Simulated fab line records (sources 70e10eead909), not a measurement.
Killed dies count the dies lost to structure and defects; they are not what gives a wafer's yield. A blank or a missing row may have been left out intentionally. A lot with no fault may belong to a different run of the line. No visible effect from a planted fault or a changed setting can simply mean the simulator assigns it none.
fab line records / flow nand-harc
[record] lots = 13 wafers = 39 last-day = 26
route steps=1159 shown A_CONTACT@923 THIN_TSV@1102 END@1159
lots that met no fault: from a run of the same line without faults
start-h: hours from the record's first day to the start of the lot's first wafer shown / wait-h: hours elapsed since this lot's preceding step / " identical to the entry in the row above / L1.1+2: a single row standing in for several wafers / - no value, or no start given / * or withheld: withheld / < > ~ a bound
route shown NAME@n: names a module that has steps shown in the file, with the first one's number in the route / usual: mean/standard deviation taken from wafers without a fault / same: alike in all rows / chamber/n: place in a boat / sites: per-site readings / _std_site: their standard deviation / _edge_site: inner sites' mean taken away from outer sites' mean / radius-mm: for every site, how far away it sits from the centre of the wafer / mask NAME#n: copy n / behind: the tool/chamber that last shaped the wafer / hold: the reason the lot was held/the length of the hold in hours/how it ended / device: whichever transistor did not switch (one of n, p or np) / end of line: the same wafers' tests at the end of the route / for a step that has no rows: nothing shown but its recipe / killed: at the first sort, the dies lost to defects and structure; wafer yield is something else / map: per-die view of a wafer (x killed, . not killed, _ where there is no die)
set.NAME: the setting as run; set.NAME@STEP: as run at that earlier step / model.NAME: the simulator's own value behind a step, which no gauge read
a sample of lots followed through the steps of the route, with each step as a table and each wafer as a row
services: the hour from which a tool's chamber was out of use, counted from the record's first day as start-h (under 0 if before that day), plus the number of hours and why
[[steps]]
[step NHARC_A_CONTACT_DEP_84]
[recipe] target-thk-a = 20000 temp-c = 400 material = aC
[usual] throttle-valve-pct = 35.000/0.0085
lot.wafer=L329.3 tool=acl-dep-03 chamber=0 start-h=378.74 wait-h=- throttle-valve-pct=35.015
lot.wafer=L329.4 tool=acl-dep-03 chamber=0 start-h=378.74 wait-h=- throttle-valve-pct=35.009
lot.wafer=L329.5 tool=acl-dep-03 chamber=0 start-h=378.74 wait-h=- throttle-valve-pct=34.993
lot.wafer=L332.1 tool=acl-dep-03 chamber=0 start-h=387.69 wait-h=- throttle-valve-pct=34.994
lot.wafer=L332.2 tool=acl-dep-03 chamber=0 start-h=387.69 wait-h=- throttle-valve-pct=34.990
lot.wafer=L332.5 tool=acl-dep-03 chamber=0 start-h=387.69 wait-h=- throttle-valve-pct=34.997
lot.wafer=L330.3 tool=acl-dep-02 chamber=0 start-h=389.96 wait-h=- throttle-valve-pct=34.992
lot.wafer=L330.4 tool=acl-dep-02 chamber=0 start-h=389.96 wait-h=- throttle-valve-pct=34.988
lot.wafer=L330.5 tool=acl-dep-02 chamber=0 start-h=389.96 wait-h=- throttle-valve-pct=35.010
lot.wafer=L331.1 tool=acl-dep-03 chamber=0 start-h=397.77 wait-h=- throttle-valve-pct=34.990
lot.wafer=L331.3 tool=acl-dep-03 chamber=0 start-h=397.77 wait-h=- throttle-valve-pct=35.010
lot.wafer=L331.4 tool=acl-dep-03 chamber=0 start-h=397.77 wait-h=- throttle-valve-pct=35.005
lot.wafer=L333.1 tool=acl-dep-01 chamber=0 start-h=399.51 wait-h=- throttle-valve-pct=34.988
lot.wafer=L333.2 tool=acl-dep-01 chamber=0 start-h=399.51 wait-h=- throttle-valve-pct=34.992
lot.wafer=L333.4 tool=acl-dep-01 chamber=0 start-h=399.51 wait-h=- throttle-valve-pct=34.992
lot.wafer=L335.2 tool=acl-dep-01 chamber=0 start-h=418.36 wait-h=- throttle-valve-pct=34.992
lot.wafer=L335.3 tool=acl-dep-01 chamber=0 start-h=418.36 wait-h=- throttle-valve-pct=34.997
lot.wafer=L335.5 tool=acl-dep-01 chamber=0 start-h=418.36 wait-h=- throttle-valve-pct=35.008
lot.wafer=L342.2 tool=acl-dep-01 chamber=0 start-h=455.16 wait-h=- throttle-valve-pct=35.009
lot.wafer=L342.4 tool=acl-dep-01 chamber=0 start-h=455.16 wait-h=- throttle-valve-pct=34.986
lot.wafer=L342.6 tool=acl-dep-01 chamber=0 start-h=455.16 wait-h=- throttle-valve-pct=35.010
lot.wafer=L345.2 tool=acl-dep-03 chamber=0 start-h=477.63 wait-h=- throttle-valve-pct=34.986
lot.wafer=L345.5 tool=acl-dep-03 chamber=0 start-h=477.63 wait-h=- throttle-valve-pct=34.999
lot.wafer=L345.6 tool=acl-dep-03 chamber=0 start-h=477.63 wait-h=- throttle-valve-pct=35.018
lot.wafer=L347.1 tool=acl-dep-03 chamber=0 start-h=490.83 wait-h=- throttle-valve-pct=35.000
lot.wafer=L347.3 tool=acl-dep-03 chamber=0 start-h=490.83 wait-h=- throttle-valve-pct=34.996
lot.wafer=L347.4 tool=acl-dep-03 chamber=0 start-h=490.83 wait-h=- throttle-valve-pct=35.018
lot.wafer=L348.1 tool=acl-dep-03 chamber=0 start-h=508.08 wait-h=- throttle-valve-pct=35.013
lot.wafer=L348.2 tool=acl-dep-03 chamber=0 start-h=508.08 wait-h=- throttle-valve-pct=34.996
lot.wafer=L348.5 tool=acl-dep-03 chamber=0 start-h=508.08 wait-h=- throttle-valve-pct=35.008
lot.wafer=L350.2 tool=acl-dep-02 chamber=0 start-h=510.19 wait-h=- throttle-valve-pct=34.994
lot.wafer=L350.3 tool=acl-dep-02 chamber=0 start-h=510.19 wait-h=- throttle-valve-pct=35.000
lot.wafer=L350.6 tool=acl-dep-02 chamber=0 start-h=510.19 wait-h=- throttle-valve-pct=35.018
lot.wafer=L351.2 tool=acl-dep-03 chamber=0 start-h=533.46 wait-h=- throttle-valve-pct=34.999
lot.wafer=L351.3 tool=acl-dep-03 chamber=0 start-h=533.46 wait-h=- throttle-valve-pct=34.990
lot.wafer=L351.6 tool=acl-dep-03 chamber=0 start-h=533.46 wait-h=- throttle-valve-pct=35.009
lot.wafer=L352.2 tool=acl-dep-03 chamber=0 start-h=549.60 wait-h=- throttle-valve-pct=34.999
lot.wafer=L352.4 tool=acl-dep-03 chamber=0 start-h=549.60 wait-h=- throttle-valve-pct=35.004
lot.wafer=L352.6 tool=acl-dep-03 chamber=0 start-h=549.60 wait-h=- throttle-valve-pct=35.015
[step NHARC_THIN_TSV_CMP_01]
[recipe] target-thk-um = 3
[usual] motor-current-A = 12.2/1.3 pad-life-wafers = 287/160
lot.wafer=L329.3 tool=cmp-03 chamber=3 start-h=433.32 wait-h=0.7 motor-current-A=10.9 pad-life-wafers=362
lot.wafer=L329.4 tool=cmp-03 chamber=0 start-h=433.32 wait-h=0.7 motor-current-A=11.6 pad-life-wafers=363
lot.wafer=L329.5 tool=cmp-03 chamber=1 start-h=433.32 wait-h=0.7 motor-current-A=13.0 pad-life-wafers=-
lot.wafer=L332.1 tool=cmp-03 chamber=0 start-h=434.48 wait-h=1.0 motor-current-A=12.5 pad-life-wafers=366
lot.wafer=L332.2 tool=cmp-03 chamber=2 start-h=434.48 wait-h=1.0 motor-current-A=13.1 pad-life-wafers=368
lot.wafer=L332.5 tool=cmp-03 chamber=1 start-h=434.48 wait-h=1.0 motor-current-A=12.3 pad-life-wafers=-
lot.wafer=L330.3 tool=cmp-04 chamber=2 start-h=435.70 wait-h=0.7 motor-current-A=11.3 pad-life-wafers=109
lot.wafer=L330.4 tool=cmp-04 chamber=3 start-h=435.70 wait-h=0.7 motor-current-A=13.7 pad-life-wafers=110
lot.wafer=L330.5 tool=cmp-04 chamber=2 start-h=435.70 wait-h=0.7 motor-current-A=10.9 pad-life-wafers=-
lot.wafer=L331.4 tool=cmp-02 chamber=2 start-h=436.87 wait-h=0.4 motor-current-A=13.3 pad-life-wafers=66
lot.wafer=L331.1 tool=cmp-02 chamber=3 start-h=436.87 wait-h=0.4 motor-current-A=11.0 pad-life-wafers=67
lot.wafer=L331.3 tool=cmp-02 chamber=0 start-h=436.87 wait-h=0.4 motor-current-A=9.5 pad-life-wafers=68
lot.wafer=L333.2 tool=cmp-03 chamber=1 start-h=443.22 wait-h=0.8 motor-current-A=12.3 pad-life-wafers=426
lot.wafer=L333.4 tool=cmp-03 chamber=3 start-h=443.22 wait-h=0.8 motor-current-A=10.6 pad-life-wafers=428
lot.wafer=L333.1 tool=cmp-03 chamber=0 start-h=443.22 wait-h=0.8 motor-current-A=12.8 pad-life-wafers=429
lot.wafer=L335.3 tool=cmp-02 chamber=2 start-h=456.59 wait-h=0.6 motor-current-A=13.7 pad-life-wafers=156
lot.wafer=L335.2 tool=cmp-02 chamber=3 start-h=456.59 wait-h=0.6 motor-current-A=11.1 pad-life-wafers=157
lot.wafer=L335.5 tool=cmp-02 chamber=2 start-h=456.59 wait-h=0.6 motor-current-A=13.8 pad-life-wafers=-
lot.wafer=L342.6 tool=cmp-02 chamber=2 start-h=496.66 wait-h=0.1 motor-current-A=14.0 pad-life-wafers=-
lot.wafer=L345.2 tool=cmp-04 chamber=3 start-h=523.93 wait-h=0.8 motor-current-A=14.8 pad-life-wafers=42
lot.wafer=L345.5 tool=cmp-04 chamber=3 start-h=523.93 wait-h=0.8 motor-current-A=14.5 pad-life-wafers=-
lot.wafer=L345.6 tool=cmp-04 chamber=0 start-h=523.93 wait-h=0.8 motor-current-A=14.4 pad-life-wafers=-
lot.wafer=L347.4 tool=cmp-03 chamber=2 start-h=532.08 wait-h=0.4 motor-current-A=12.7 pad-life-wafers=354
lot.wafer=L347.1 tool=cmp-03 chamber=3 start-h=532.08 wait-h=0.4 motor-current-A=10.9 pad-life-wafers=355
lot.wafer=L347.3 tool=cmp-03 chamber=0 start-h=532.08 wait-h=0.4 motor-current-A=11.6 pad-life-wafers=356
lot.wafer=L348.1 tool=cmp-02 chamber=1 start-h=549.45 wait-h=1.0 motor-current-A=12.5 pad-life-wafers=96
lot.wafer=L348.2 tool=cmp-02 chamber=3 start-h=549.45 wait-h=1.0 motor-current-A=10.8 pad-life-wafers=98
lot.wafer=L348.5 tool=cmp-02 chamber=1 start-h=549.45 wait-h=1.0 motor-current-A=12.5 pad-life-wafers=-
lot.wafer=L350.2 tool=cmp-03 chamber=2 start-h=560.59 wait-h=0.8 motor-current-A=12.2 pad-life-wafers=516
lot.wafer=L350.3 tool=cmp-03 chamber=0 start-h=560.59 wait-h=0.8 motor-current-A=12.1 pad-life-wafers=518
lot.wafer=L350.6 tool=cmp-03 chamber=3 start-h=560.59 wait-h=0.8 motor-current-A=11.0 pad-life-wafers=-
lot.wafer=L351.2 tool=cmp-03 chamber=2 start-h=572.24 wait-h=0.8 motor-current-A=13.6 pad-life-wafers=25
lot.wafer=L351.3 tool=cmp-03 chamber=3 start-h=572.24 wait-h=0.8 motor-current-A=10.4 pad-life-wafers=26
lot.wafer=L351.6 tool=cmp-03 chamber=2 start-h=572.24 wait-h=0.8 motor-current-A=13.6 pad-life-wafers=-
lot.wafer=L352.2 tool=cmp-02 chamber=2 start-h=603.78 wait-h=0.8 motor-current-A=13.3 pad-life-wafers=427
lot.wafer=L352.4 tool=cmp-02 chamber=3 start-h=603.78 wait-h=0.8 motor-current-A=11.0 pad-life-wafers=428
lot.wafer=L352.6 tool=cmp-02 chamber=2 start-h=603.78 wait-h=0.8 motor-current-A=14.4 pad-life-wafers=-
[step NHARC_THIN_TSV_DEGAS_53]
[recipe] temp-c = 300 time-s = 60
[usual] heater-power-w = 474/54
lot.wafer=L329.3 tool=pvd-sputter-02 chamber=- start-h=439.40 wait-h=0.1 heater-power-w=471
lot.wafer=L329.4 tool=pvd-sputter-02 chamber=- start-h=439.40 wait-h=0.1 heater-power-w=416
lot.wafer=L329.5 tool=pvd-sputter-02 chamber=- start-h=439.40 wait-h=0.1 heater-power-w=458
lot.wafer=L332.2 tool=pvd-sputter-02 chamber=- start-h=440.73 wait-h=0.1 heater-power-w=478
lot.wafer=L332.1 tool=pvd-sputter-02 chamber=- start-h=440.73 wait-h=0.1 heater-power-w=400
lot.wafer=L332.5 tool=pvd-sputter-02 chamber=- start-h=440.73 wait-h=0.1 heater-power-w=622
lot.wafer=L330.4 tool=pvd-sputter-01 chamber=- start-h=442.02 wait-h=0.1 heater-power-w=478
lot.wafer=L330.3 tool=pvd-sputter-01 chamber=- start-h=442.02 wait-h=0.1 heater-power-w=493
lot.wafer=L330.5 tool=pvd-sputter-01 chamber=- start-h=442.02 wait-h=0.1 heater-power-w=500
lot.wafer=L331.4 tool=pvd-sputter-02 chamber=- start-h=443.14 wait-h=0.1 heater-power-w=426
lot.wafer=L331.1 tool=pvd-sputter-02 chamber=- start-h=443.14 wait-h=0.1 heater-power-w=633
lot.wafer=L331.3 tool=pvd-sputter-02 chamber=- start-h=443.14 wait-h=0.1 heater-power-w=399
lot.wafer=L333.2 tool=pvd-sputter-03 chamber=- start-h=449.48 wait-h=0.1 heater-power-w=443
lot.wafer=L333.4 tool=pvd-sputter-03 chamber=- start-h=449.48 wait-h=0.1 heater-power-w=520
lot.wafer=L333.1 tool=pvd-sputter-03 chamber=- start-h=449.48 wait-h=0.1 heater-power-w=474
lot.wafer=L335.3 tool=pvd-sputter-01 chamber=- start-h=462.93 wait-h=0.1 heater-power-w=464
lot.wafer=L335.2 tool=pvd-sputter-01 chamber=- start-h=462.93 wait-h=0.1 heater-power-w=479
lot.wafer=L335.5 tool=pvd-sputter-01 chamber=- start-h=462.93 wait-h=0.1 heater-power-w=441
lot.wafer=L342.6 tool=pvd-sputter-02 chamber=- start-h=503.14 wait-h=0.1 heater-power-w=420
lot.wafer=L345.2 tool=pvd-sputter-01 chamber=- start-h=529.97 wait-h=0.1 heater-power-w=476
lot.wafer=L345.6 tool=pvd-sputter-01 chamber=- start-h=529.97 wait-h=0.1 heater-power-w=485
lot.wafer=L345.5 tool=pvd-sputter-01 chamber=- start-h=529.97 wait-h=0.1 heater-power-w=503
lot.wafer=L347.1 tool=pvd-sputter-02 chamber=- start-h=538.28 wait-h=0.1 heater-power-w=409
lot.wafer=L347.3 tool=pvd-sputter-02 chamber=- start-h=538.28 wait-h=0.1 heater-power-w=424
lot.wafer=L347.4 tool=pvd-sputter-02 chamber=- start-h=538.28 wait-h=0.1 heater-power-w=471
lot.wafer=L348.2 tool=pvd-sputter-01 chamber=- start-h=555.65 wait-h=0.1 heater-power-w=453
lot.wafer=L348.1 tool=pvd-sputter-01 chamber=- start-h=555.65 wait-h=0.1 heater-power-w=478
lot.wafer=L348.5 tool=pvd-sputter-01 chamber=- start-h=555.65 wait-h=0.1 heater-power-w=437
lot.wafer=L350.2 tool=pvd-sputter-03 chamber=- start-h=566.76 wait-h=0.1 heater-power-w=473
lot.wafer=L350.3 tool=pvd-sputter-03 chamber=- start-h=566.76 wait-h=0.1 heater-power-w=462
lot.wafer=L350.6 tool=pvd-sputter-03 chamber=- start-h=566.76 wait-h=0.1 heater-power-w=483
lot.wafer=L351.2 tool=pvd-sputter-03 chamber=- start-h=578.25 wait-h=0.1 heater-power-w=461
lot.wafer=L351.3 tool=pvd-sputter-03 chamber=- start-h=578.25 wait-h=0.1 heater-power-w=516
lot.wafer=L351.6 tool=pvd-sputter-03 chamber=- start-h=578.25 wait-h=0.1 heater-power-w=464
lot.wafer=L352.4 tool=pvd-sputter-02 chamber=- start-h=610.36 wait-h=0.1 heater-power-w=467
lot.wafer=L352.2 tool=pvd-sputter-02 chamber=- start-h=610.36 wait-h=0.1 heater-power-w=399
lot.wafer=L352.6 tool=pvd-sputter-02 chamber=- start-h=610.36 wait-h=0.1 heater-power-w=398
[step NHARC_THIN_TSV_ETCH_36]
[recipe] target-depth-a = 650 over-etch-frac = 0.3 time-s = 18.571 ion-energy-ev = 150 chemistry = Cl2/BCl3
[usual] drypump-motor-current-A = 5.8/0.37 oes-product-au = 0.998/0.01
lot.wafer=L329.4 tool=rie-metal-03 chamber=0 start-h=441.14 wait-h=0.1 drypump-motor-current-A=6.0 oes-product-au=0.985 rf-hours-counter-h=-
lot.wafer=L329.3 tool=rie-metal-03 chamber=1 start-h=441.14 wait-h=0.1 drypump-motor-current-A=5.5 oes-product-au=1.001 rf-hours-counter-h=-
lot.wafer=L329.5 tool=rie-metal-03 chamber=0 start-h=441.14 wait-h=0.1 drypump-motor-current-A=6.0 oes-product-au=0.990 rf-hours-counter-h=-
lot.wafer=L332.2 tool=rie-metal-02 chamber=1 start-h=442.27 wait-h=0.2 drypump-motor-current-A=6.3 oes-product-au=1.008 rf-hours-counter-h=1.4
lot.wafer=L332.1 tool=rie-metal-02 chamber=0 start-h=442.27 wait-h=0.2 drypump-motor-current-A=5.5 oes-product-au=0.988 rf-hours-counter-h=1.4
lot.wafer=L332.5 tool=rie-metal-02 chamber=1 start-h=442.27 wait-h=0.2 drypump-motor-current-A=6.3 oes-product-au=1.012 rf-hours-counter-h=-
lot.wafer=L330.4 tool=rie-metal-01 chamber=0 start-h=443.73 wait-h=0.1 drypump-motor-current-A=6.2 oes-product-au=1.011 rf-hours-counter-h=-
lot.wafer=L330.3 tool=rie-metal-01 chamber=1 start-h=443.73 wait-h=0.1 drypump-motor-current-A=5.5 oes-product-au=0.986 rf-hours-counter-h=-
lot.wafer=L330.5 tool=rie-metal-01 chamber=1 start-h=443.73 wait-h=0.1 drypump-motor-current-A=5.5 oes-product-au=0.985 rf-hours-counter-h=-
lot.wafer=L331.1 tool=rie-metal-03 chamber=0 start-h=444.84 wait-h=0.2 drypump-motor-current-A=6.0 oes-product-au=0.995 rf-hours-counter-h=4.6
lot.wafer=L331.4 tool=rie-metal-03 chamber=1 start-h=444.84 wait-h=0.2 drypump-motor-current-A=5.4 oes-product-au=1.015 rf-hours-counter-h=-
lot.wafer=L331.3 tool=rie-metal-03 chamber=0 start-h=444.84 wait-h=0.2 drypump-motor-current-A=6.0 oes-product-au=0.999 rf-hours-counter-h=-
lot.wafer=L333.2 tool=rie-metal-01 chamber=1 start-h=451.05 wait-h=0.2 drypump-motor-current-A=5.5 oes-product-au=0.995 rf-hours-counter-h=3.6
lot.wafer=L333.1 tool=rie-metal-01 chamber=0 start-h=451.05 wait-h=0.2 drypump-motor-current-A=6.1 oes-product-au=1.013 rf-hours-counter-h=3.6
lot.wafer=L333.4 tool=rie-metal-01 chamber=0 start-h=451.05 wait-h=0.2 drypump-motor-current-A=6.2 oes-product-au=1.018 rf-hours-counter-h=-
lot.wafer=L335.2 tool=rie-metal-01 chamber=0 start-h=464.64 wait-h=0.2 drypump-motor-current-A=6.2 oes-product-au=1.000 rf-hours-counter-h=3.9
lot.wafer=L335.3 tool=rie-metal-01 chamber=0 start-h=464.64 wait-h=0.2 drypump-motor-current-A=6.2 oes-product-au=1.006 rf-hours-counter-h=-
lot.wafer=L335.5 tool=rie-metal-01 chamber=0 start-h=464.64 wait-h=0.2 drypump-motor-current-A=6.2 oes-product-au=1.010 rf-hours-counter-h=-
lot.wafer=L342.6 tool=rie-metal-02 chamber=1 start-h=504.70 wait-h=0.1 drypump-motor-current-A=6.3 oes-product-au=0.994 rf-hours-counter-h=-
lot.wafer=L345.2 tool=rie-metal-01 chamber=0 start-h=531.65 wait-h=0.2 drypump-motor-current-A=6.2 oes-product-au=0.991 rf-hours-counter-h=0.2
lot.wafer=L345.6 tool=rie-metal-01 chamber=0 start-h=531.65 wait-h=0.2 drypump-motor-current-A=6.1 oes-product-au=0.983 rf-hours-counter-h=-
lot.wafer=L345.5 tool=rie-metal-01 chamber=1 start-h=531.65 wait-h=0.2 drypump-motor-current-A=5.5 oes-product-au=0.988 rf-hours-counter-h=-
lot.wafer=L347.1 tool=rie-metal-02 chamber=0 start-h=540.00 wait-h=0.2 drypump-motor-current-A=5.5 oes-product-au=0.973 rf-hours-counter-h=3.9
lot.wafer=L347.3 tool=rie-metal-02 chamber=0 start-h=540.00 wait-h=0.2 drypump-motor-current-A=5.5 oes-product-au=0.982 rf-hours-counter-h=-
lot.wafer=L347.4 tool=rie-metal-02 chamber=1 start-h=540.00 wait-h=0.2 drypump-motor-current-A=6.3 oes-product-au=0.997 rf-hours-counter-h=-
lot.wafer=L348.2 tool=rie-metal-02 chamber=1 start-h=557.22 wait-h=0.2 drypump-motor-current-A=6.3 oes-product-au=1.005 rf-hours-counter-h=5.1
lot.wafer=L348.1 tool=rie-metal-02 chamber=0 start-h=557.22 wait-h=0.2 drypump-motor-current-A=5.5 oes-product-au=0.985 rf-hours-counter-h=4.3
lot.wafer=L348.5 tool=rie-metal-02 chamber=1 start-h=557.22 wait-h=0.2 drypump-motor-current-A=6.3 oes-product-au=1.011 rf-hours-counter-h=-
lot.wafer=L350.2 tool=rie-metal-03 chamber=0 start-h=568.48 wait-h=0.2 drypump-motor-current-A=6.0 oes-product-au=0.996 rf-hours-counter-h=2.7
lot.wafer=L350.3 tool=rie-metal-03 chamber=1 start-h=568.48 wait-h=0.2 drypump-motor-current-A=5.4 oes-product-au=0.996 rf-hours-counter-h=-
lot.wafer=L350.6 tool=rie-metal-03 chamber=0 start-h=568.48 wait-h=0.2 drypump-motor-current-A=6.0 oes-product-au=0.988 rf-hours-counter-h=-
lot.wafer=L351.2 tool=rie-metal-02 chamber=0 start-h=579.82 wait-h=0.2 drypump-motor-current-A=5.5 oes-product-au=0.994 rf-hours-counter-h=0.4
lot.wafer=L351.3 tool=rie-metal-02 chamber=1 start-h=579.82 wait-h=0.2 drypump-motor-current-A=6.3 oes-product-au=0.989 rf-hours-counter-h=-
lot.wafer=L351.6 tool=rie-metal-02 chamber=1 start-h=579.82 wait-h=0.2 drypump-motor-current-A=6.3 oes-product-au=0.996 rf-hours-counter-h=-
lot.wafer=L352.2 tool=rie-metal-02 chamber=1 start-h=612.06 wait-h=0.2 drypump-motor-current-A=6.3 oes-product-au=1.000 rf-hours-counter-h=1.3
lot.wafer=L352.4 tool=rie-metal-02 chamber=0 start-h=612.06 wait-h=0.2 drypump-motor-current-A=5.4 oes-product-au=0.988 rf-hours-counter-h=-
lot.wafer=L352.6 tool=rie-metal-02 chamber=0 start-h=612.06 wait-h=0.2 drypump-motor-current-A=5.4 oes-product-au=0.998 rf-hours-counter-h=-
[step NHARC_END_SORT_01]
[recipe] temp-c = 25
[usual] killed-at-array = 27/11 killed-at-other = 0.6/1 killed-at-periphery = 3.0/2.1 killed-dies = 31/12 killed-open = 3.2/1.7 killed-short = 1.7/1.4
[same] gross-dies = 677
lot.wafer=L342.2 tool=prober-02 chamber=0 start-h=513.15 wait-h=2.8 killed-at-array=402 killed-at-other=0 killed-at-periphery=1 killed-dies=403 killed-open=1 killed-short=1
lot.wafer=L342.4 tool=prober-02 chamber=0 start-h=514.73 wait-h=3.4 killed-at-array=429 killed-at-other=0 killed-at-periphery=2 killed-dies=431 killed-open=4 killed-short=0
lot.wafer=L342.6 tool=prober-02 chamber=0 start-h=516.31 wait-h=3.9 killed-at-array=10 killed-at-other=0 killed-at-periphery=2 killed-dies=12 killed-open=3 killed-short=1
// killed by level:class
L342.2 A_CONTACT:area-dep=390 A_CHANNEL_HOLE_D1:chamber-film-flake=6 A_STAIRCASE:chamber-film-flake=2 A_CONTACT:chamber-film-flake=2 P_ZERO_WELL:geometric-particle:open=1 A_WL_FILL:geometric-particle:short=1 A_CHANNEL_FILL_D1:chamber-film-flake=1
L342.4 A_CONTACT:area-dep=417 A_STAIRCASE:chamber-film-flake=5 A_CONTACT:geometric-particle:open=2 A_CHANNEL_HOLE_D1:geometric-particle:open=1 A_SGD_CUT:geometric-particle:open=1 P_ZERO_WELL:chamber-film-flake=1 P_STI:chamber-film-flake=1 A_CHANNEL_HOLE_D1:chamber-film-flake=1
L342.6 A_CHANNEL_HOLE_D1:chamber-film-flake=3 A_CONTACT:chamber-film-flake=2 P_M0:geometric-particle:short=1 A_CHANNEL_FILL_D1:geometric-particle:open=1 A_SGD_CUT:geometric-particle:open=1 A_CONTACT:geometric-particle:open=1 P_ZERO_WELL:chamber-film-flake=1 A_STAIRCASE:chamber-film-flake=1
[[services]]
tool=rie-metal-02 chamber=- start-h=364.71 hours=2.1 kind=repair
tool=rie-metal-03 chamber=- start-h=366.37 hours=0.4 kind=repair
tool=cmp-03 chamber=- start-h=367.63 hours=4.0 kind=pm
tool=rie-metal-02 chamber=- start-h=388.00 hours=9.0 kind=pm
tool=pvd-sputter-02 chamber=- start-h=392.00 hours=10.0 kind=pm
tool=acl-dep-03 chamber=- start-h=405.51 hours=13.0 kind=pm
tool=cmp-02 chamber=- start-h=423.18 hours=4.0 kind=pm
tool=cmp-03 chamber=- start-h=445.94 hours=1.0 kind=repair
tool=cmp-03 chamber=- start-h=465.63 hours=4.0 kind=pm
tool=cmp-03 chamber=- start-h=506.19 hours=0.5 kind=repair
tool=rie-metal-02 chamber=0 start-h=506.31 hours=22.0 kind=repair
tool=rie-metal-01 chamber=- start-h=509.16 hours=9.0 kind=pm
tool=pvd-sputter-01 chamber=- start-h=514.06 hours=10.0 kind=pm
tool=cmp-02 chamber=- start-h=521.18 hours=4.0 kind=pm
tool=cmp-02 chamber=- start-h=543.82 hours=3.1 kind=repair
tool=pvd-sputter-02 chamber=- start-h=555.14 hours=9.6 kind=repair
tool=cmp-03 chamber=- start-h=563.63 hours=4.0 kind=pm
tool=rie-metal-02 chamber=- start-h=565.00 hours=9.0 kind=pm
tool=pvd-sputter-02 chamber=- start-h=570.01 hours=10.0 kind=pm
tool=cmp-03 chamber=- start-h=580.68 hours=1.8 kind=repair
tool=cmp-03 chamber=- start-h=583.37 hours=1.6 kind=repair
tool=acl-dep-03 chamber=- start-h=587.66 hours=13.0 kind=pm
tool=cmp-03 chamber=- start-h=596.53 hours=0.2 kind=repair
tool=pvd-sputter-02 chamber=- start-h=600.15 hours=1.1 kind=repair
[[key]]
[first-sign] step = NHARC_END_SORT_01 reading = killed-at-array direction = up sigmas = 34 usual = 27 struck = 416
[effect] step = NHARC_END_SORT_01 reading = killed-dies direction = up sigmas = 32 usual = 31 struck = 417
[more-kills-born-at] NHARC_A_CONTACT_DEP_84@acl-dep-01 = 807
met-at NHARC_A_CONTACT_DEP_84
struck-lots L342
struck-wafers L342.2,L342.4
later-rows-left-out L342.2,L342.4
tester-left-out L342
not-acting-at NHARC_THIN_TSV_CMP_01,NHARC_THIN_TSV_DEGAS_53,NHARC_THIN_TSV_ETCH_36
onset-between 418.36 455.16
[fault] kind = process-parameter-drift tool = acl-dep-01 chamber = - onset-h = 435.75 steps = NHARC_A_CONTACT_DEP_84 channel = target-thk-a offset = * shape = step end-h = 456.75 scope = struck-wafers-only acts-in = * stated = *
// tester-left-out: of these lots the tester's yield and bins aren't shown, on N5 and GAA mostly nor the transistor test; their killed dies are dies lost to structure and defects alone, not to doping, threshold or leakage, so they don't give the yield
// later-rows-left-out: the simulator's readings of these wafers behind a module that went badly wrong aren't trusted and aren't shown, but for the sort
